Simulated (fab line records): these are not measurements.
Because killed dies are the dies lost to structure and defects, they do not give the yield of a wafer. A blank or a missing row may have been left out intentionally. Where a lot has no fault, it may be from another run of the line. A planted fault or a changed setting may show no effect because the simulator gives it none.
A lot that was struck, set against a sound lot + flow nand-harc + 33 out of 1302 route steps
Sound: these wafers, L333.2, L333.3, L333.6. Struck: wafer L344.4 (left out: L344.3, L344.5 of the same lot, which were not struck); the cause appears at the end.
Each step with rows lists, per side, the tool, then ch with its chambers, then its first start. Under that, the readings that differ: sound wafers + struck wafers + difference of the means + sigmas: that difference in standard deviations of wafers without a fault.
alike: words and numbers the same on both sides, and readings whose means are apart by under 2 such deviations; not compared: readings that were withheld, readings missing a value for some wafer, numbers with overlapping values and no deviation given by the record, and bounds like >300 which may hide the same value.
A row with sigmas, a row that says differs or no value, or rows on one side alone: a step with any of these is where the two part. Non-overlapping numbers with no deviation appear without sigmas and do not part them. Lack of a reading on every wafer of one side parts them only where that side has two or more wafers.

first, 8 steps without rows for these wafers: NHARC_P_M2_EBR_05; NHARC_P_M2_EXPOSE_06 (exposes mask P M2, target cd 170 nm); NHARC_P_M2_PEB_07 (peb time 65 s); NHARC_P_M2_DEVELOP_08 (develop time 35 s); NHARC_P_M2_DESCUM_14 (chemistry O2, time 3 s); NHARC_P_M2_ETCH_35 (etches the open film in N2/H2, target depth 40 nm, overetch 12 nm, time 43.94 s); NHARC_P_M2_ETCH_15 (etches the open film in C4F8/Ar, target depth 182.5 nm, time 91.2 s); NHARC_P_M2_STRIP_18 (strips in N2/H2).
NHARC_P_M2_ETCH_28: etches the open film in CF4/N2, target depth 30 nm, time 72.99 s.
  sound on rie-diel-03 ch 0,1,2, day 7 10:20; struck on rie-diel-03 ch 0, day 11 21:50
  alike: drypump-motor-current-A, oes-product-au, rf-vpp-V, showerhead-plenum-p-Torr, throttle-valve-pct
  not compared: rf-hours-counter-h
then, 23 steps without rows for these wafers: NHARC_P_M2_STRIP_19 (strips in post etch residue remover, time 600 s); NHARC_P_M2_DEGAS_29 (time 60 s); NHARC_P_M2_PRE_CLEAN_30 (time 30 s); NHARC_P_M2_PVD_20 (deposits TaN, target thk 5 nm, time 8.06 s); NHARC_P_M2_PVD_21 (deposits Cu, target thk 30 nm, time 20.49 s); NHARC_P_M2_ECD_22 (material Cu, target thk 400 nm); NHARC_P_M2_ANNEAL_31 (time 90 s); NHARC_P_M2_CMP_23 (polishes, t overpolish 20 s, target thk 144.3 nm); NHARC_P_M2_SRD_25; NHARC_P_M2_PRE_CLEAN_32 (time 12 s); NHARC_P_M2_DEP_33 (deposits SiCN, target thk 30 nm); NHARC_P_BONDPAD_DEP_00 (deposits SiCN, target thk 250 nm); NHARC_P_BONDPAD_CMP_32 (polishes SiCN, target thk 200 nm); NHARC_P_BONDPAD_SRD_34; NHARC_P_BONDPAD_DEHYDRATE_01 (time 120 s); NHARC_P_BONDPAD_HMDS_02 (time 30 s); NHARC_P_BONDPAD_COAT_36 (time 65 s); NHARC_P_BONDPAD_COAT_03 (resist thk 600 nm); NHARC_P_BONDPAD_SOFTBAKE_04 (time 70 s); NHARC_P_BONDPAD_EBR_05; NHARC_P_BONDPAD_EXPOSE_06 (exposes mask P BPAD); NHARC_P_BONDPAD_PEB_07 (peb time 80 s); NHARC_P_BONDPAD_DEVELOP_08 (time 50 s).
-- jump in the record: it breaks off in module P_BONDPAD and resumes in module END (first step shown: number 1302 of the route), and 17 days separate the struck wafers' starts before and after --
NHARC_END_SORT_01:
  sound on prober-02 ch 0, day 25 04:52; struck on prober-01 ch 0, day 29 07:57
| reading                  | sound     | struck | difference | sigmas |
|--------------------------|-----------|--------|------------|--------|
| defect-limited-yield (%) | 89 89 85  | 77     | -11        | -4     |
| killed-at-periphery      | 5 8 12    | 67     | +59        | +22    |
| killed-dies              | 77 77 101 | 156    | +71        | +4     |
  alike: killed-at-array, killed-at-other, killed-open, killed-short

== WHERE THEY PART ==
Only at NHARC_END_SORT_01, as far as this record shows.

WHY: what the simulator had put in
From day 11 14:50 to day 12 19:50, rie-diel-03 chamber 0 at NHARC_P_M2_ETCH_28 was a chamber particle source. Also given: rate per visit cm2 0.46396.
